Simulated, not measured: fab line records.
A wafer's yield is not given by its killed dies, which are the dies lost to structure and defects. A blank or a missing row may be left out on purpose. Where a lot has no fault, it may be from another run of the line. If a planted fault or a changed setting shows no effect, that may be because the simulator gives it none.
Which of the tools did it?    flow n5_finfet    9 lots with 27 wafers sampled at 7 steps, on a route of 1938 steps

== WHAT THE GAUGES SHOWED, per wafer ==
N5_BEOL_M6_OCD_MEAS_38. Usual: trench_depth_nm 94.4 nm, standard deviation 1.8.
lot   measured      on      trench_depth_nm (nm)  flag
L451  day 9 02:42   ocd-01  95.9 94.4 95.5        
L452  day 9 09:53   ocd-02  91.6 94.1 90.0        
L454  day 9 20:28   ocd-01  95.6 93.4 94.5        
L456  day 10 16:11  ocd-01  94.2 94.8 92.7        
L458  day 10 21:33  ocd-02  92.7 95.9 96.4        
L462  day 11 21:47  ocd-02  96.1 94.6 93.8        
L463  day 11 23:52  ocd-02  96.7 96.2 96.0        
L467  day 13 04:52  ocd-02  96.9 87.1 96.5        
L472  day 14 17:37  ocd-01  94.3 95.9 92.6        

N5_BEOL_M6_THK_MEAS_53: measures by xrf. Usual: for M6_THK the level is 81.4 nm and the standard deviation is 2.1.
lot   measured      on             M6_THK (nm)     flag
L451  day 9 06:47   film_metro-02  82.6 81.9 81.3  
L452  day 9 13:19   film_metro-01  78.1 80.0 77.1  
L454  day 10 00:13  film_metro-02  81.6 82.0 81.3  
L456  day 10 18:53  film_metro-02  82.4 82.5 79.6  
L458  day 11 00:38  film_metro-02  78.6 81.5 83.1  
L462  day 12 00:17  film_metro-01  82.6 81.1 79.6  
L463  day 12 02:38  film_metro-01  84.2 83.7 84.5  
L467  day 13 08:25  film_metro-02  82.3 74.6 83.0  
L472  day 14 20:19  film_metro-02  81.0 84.2 81.3  

N5_BEOL_M6_RS_MEAS_57: a four-point-probe measurement. Usual: for M6_RS the level is 0.285 ohm/sq and the standard deviation is 0.0086.
lot   measured      on             M6_RS (ohm/sq)     flag
L451  day 9 06:55   film_metro-02  0.278 0.284 0.284  
L452  day 9 13:28   film_metro-02  0.298 0.291 0.305  
L454  day 10 00:23  film_metro-01  0.282 0.283 0.284  
L456  day 10 19:02  film_metro-02  0.277 0.279 0.288  
L458  day 11 00:46  film_metro-02  0.292 0.282 0.275  
L462  day 12 00:25  film_metro-02  0.283 0.287 0.294  
L463  day 12 02:46  film_metro-02  0.276 0.277 0.274  
L467  day 13 08:33  film_metro-01  0.281 0.317 0.275  
L472  day 14 20:26  film_metro-02  0.286 0.274 0.286  

== TOOL THAT RAN EACH LOT (tool first, then ch and the chambers of the sampled wafers, then the start) ==
lot   N5_BEOL_M6_VIA_ETCH_34              N5_BEOL_M6_TRENCH_ETCH_37           N5_BEOL_M6_CURE_75             N5_BEOL_M6_ALD_77
L451  rie_diel-03 ch 1,3, day 9 02:28     rie_diel-03 ch 1,3, day 9 02:33     uv_cure-02 ch 1, day 9 02:54   ald_metal-04 ch 1,2,3, day 9 05:25
L452  rie_diel-03 ch 0,1,2, day 9 09:38   rie_diel-03 ch 0,1,2, day 9 09:43   uv_cure-01 ch 1, day 9 10:10   ald_metal-03 ch 0,1,2, day 9 10:56
L454  rie_diel-03 ch 1,3, day 9 20:13     rie_diel-03 ch 1,3, day 9 20:19     uv_cure-02 ch 2, day 9 20:40   ald_metal-04 ch 1,2,3, day 9 21:06
L456  rie_diel-05 ch 0,1,2, day 10 15:57  rie_diel-05 ch 0,1,2, day 10 16:02  uv_cure-02 ch 0, day 10 16:23  ald_metal-02 ch 0,2, day 10 17:02
L458  rie_diel-04 ch 0,2,3, day 10 21:18  rie_diel-04 ch 0,2,3, day 10 21:23  uv_cure-01 ch 1, day 10 21:59  ald_metal-02 ch 1,2,3, day 10 23:19
L462  rie_diel-04 ch 2,3, day 11 21:33    rie_diel-04 ch 2,3, day 11 21:38    uv_cure-03 ch 0, day 11 21:59  ald_metal-02 ch 2,3, day 11 22:47
L463  rie_diel-04 ch 0,1, day 11 23:37    rie_diel-04 ch 0,1, day 11 23:42    uv_cure-02 ch 1, day 12 00:07  ald_metal-04 ch 0,1, day 12 00:38
L467  rie_diel-04 ch 2,3, day 13 04:37    rie_diel-04 ch 2,3, day 13 04:43    uv_cure-01 ch 0, day 13 05:04  ald_metal-02 ch 2,3, day 13 05:44
L472  rie_diel-05 ch 1,2,3, day 14 17:22  rie_diel-05 ch 1,2,3, day 14 17:28  uv_cure-01 ch 0, day 14 17:49  ald_metal-03 ch 0,1,3, day 14 18:36
- N5_BEOL_M6_VIA_ETCH_34: etches SiCOH lowk in C4F6/O2, target depth 126.3 nm, time 50.9 s.
- N5_BEOL_M6_TRENCH_ETCH_37: etches SiCOH lowk in C4F6/O2, target depth 94.435 nm, time 31.5 s.
- N5_BEOL_M6_CURE_75: cures SiCOH lowk, time 120 s.
- N5_BEOL_M6_ALD_77: deposits TaN, target thk 2 nm, pulse time 2 s, purge time 3 s.

== WHAT THE TOOLS THEMSELVES READ (means of the sampled wafers that have a number; where no wafer has one, the mark that the record gives instead) ==
N5_BEOL_M6_VIA_ETCH_34. Usual: drypump_motor_current_A 5.9 A, standard deviation 0.39; oes_product_au 0.80 a.u., standard deviation 0.094; rf_fwd_power_W 341.5 W, standard deviation 1.4; rf_vpp_V 666 V, standard deviation 14; showerhead_plenum_p_Torr 2.86 Torr, standard deviation 0.1; throttle_valve_pct 20.84 %, standard deviation 0.22.
lot   tool         drypump_motor_current_A (A)  oes_product_au (a.u.)  rf_fwd_power_W (W)  rf_vpp_V (V)  showerhead_plenum_p_Torr (Torr)  throttle_valve_pct (%)  flag
L451  rie_diel-03  5.7                          0.88                   342.2               662           2.84                             20.83                   
L452  rie_diel-03  5.8                          0.74                   341.4               666           2.83                             20.73                   
L454  rie_diel-03  5.6                          0.88                   341.9               650           2.82                             20.86                   
L456  rie_diel-05  5.8                          0.78                   342.6               668           2.90                             20.80                   
L458  rie_diel-04  5.8                          0.86                   341.5               669           2.84                             20.94                   
L462  rie_diel-04  5.6                          0.77                   339.9               682           2.76                             20.82                   
L463  rie_diel-04  6.3                          0.89                   341.5               656           2.90                             21.11                   
L467  rie_diel-04  5.6                          0.82                   340.1               677           2.83                             20.77                   
L472  rie_diel-05  5.5                          0.93                   340.6               671           2.94                             20.59                   

N5_BEOL_M6_TRENCH_ETCH_37. Usual: drypump_motor_current_A 5.9 A, standard deviation 0.38; oes_product_au 0.81 a.u., standard deviation 0.094; rf_fwd_power_W 340.2 W, standard deviation 1.5; rf_vpp_V 666 V, standard deviation 14; showerhead_plenum_p_Torr 2.86 Torr, standard deviation 0.1; throttle_valve_pct 20.87 %, standard deviation 0.22.
lot   tool         drypump_motor_current_A (A)  oes_product_au (a.u.)  rf_fwd_power_W (W)  rf_vpp_V (V)  showerhead_plenum_p_Torr (Torr)  throttle_valve_pct (%)  flag
L451  rie_diel-03  5.7                          0.87                   340.4               663           2.84                             20.86                   
L452  rie_diel-03  5.8                          0.74                   340.8               668           2.83                             20.76                   
L454  rie_diel-03  5.6                          0.88                   340.3               652           2.82                             20.89                   
L456  rie_diel-05  5.8                          0.79                   341.4               667           2.90                             20.84                   
L458  rie_diel-04  5.8                          0.86                   340.4               668           2.84                             20.97                   
L462  rie_diel-04  5.6                          0.77                   338.6               682           2.76                             20.84                   
L463  rie_diel-04  6.3                          0.89                   340.7               655           2.90                             21.14                   
L467  rie_diel-04  5.6                          0.81                   319.8               702           2.83                             20.80                   OFF
L472  rie_diel-05  5.5                          0.92                   340.1               671           2.94                             20.62                   

N5_BEOL_M6_CURE_75. Usual: lamp_power_pct 52.31 %, standard deviation 0.055; wafer_temp_C_max 371.9, standard deviation 0.59.
lot   tool        lamp_power_pct (%)  wafer_temp_C_max  flag
L451  uv_cure-02  52.35               371.5             
L452  uv_cure-01  52.24               372.9             
L454  uv_cure-02  52.39               372.4             
L456  uv_cure-02  52.31               371.6             
L458  uv_cure-01  52.32               372.6             
L462  uv_cure-03  52.31               372.2             
L463  uv_cure-02  52.23               371.3             
L467  uv_cure-01  52.34               371.0             
L472  uv_cure-01  52.31               371.3             

N5_BEOL_M6_ALD_77. Usual: heater_power_w 422 W, standard deviation 31.
lot   tool          heater_power_w (W)  flag
L451  ald_metal-04  433                 
L452  ald_metal-03  413                 
L454  ald_metal-04  436                 
L456  ald_metal-02  412                 
L458  ald_metal-02  421                 
L462  ald_metal-02  452                 
L463  ald_metal-04  407                 
L467  ald_metal-02  450                 
L472  ald_metal-03  408                 

== THE ANSWER, worked out from the rows above alone ==
Rule: lot off if the mean of its wafers having a number is beyond 3 standard deviations from the usual mean. A lot without any number at a reading at which 4 lots or more have one is off too. All remaining lots with rows at the step are treated as sound. Order of review: gauges by route order, followed by the tools' own readings, for which a lot's mean as printed above is used. At the first step where some lot is off, the reading lying furthest off is the one used; lots without a number count as furthest.
Off at N5_BEOL_M6_TRENCH_ETCH_37 (rf_fwd_power_W): L467.
If a tool, at that step or one of the process steps before it, ran each lot that is off and ran no sound lot following the first of them, it fits. One candidate fits, namely rie_diel-04 at N5_BEOL_M6_VIA_ETCH_34 and N5_BEOL_M6_TRENCH_ETCH_37. At N5_BEOL_M6_VIA_ETCH_34 its last sound lot is L463 (day 11 23:37), its first lot that is off L467 (day 13 04:37): a fault that began between those two fits.

== WHAT THE SIMULATOR HAD PUT IN ==
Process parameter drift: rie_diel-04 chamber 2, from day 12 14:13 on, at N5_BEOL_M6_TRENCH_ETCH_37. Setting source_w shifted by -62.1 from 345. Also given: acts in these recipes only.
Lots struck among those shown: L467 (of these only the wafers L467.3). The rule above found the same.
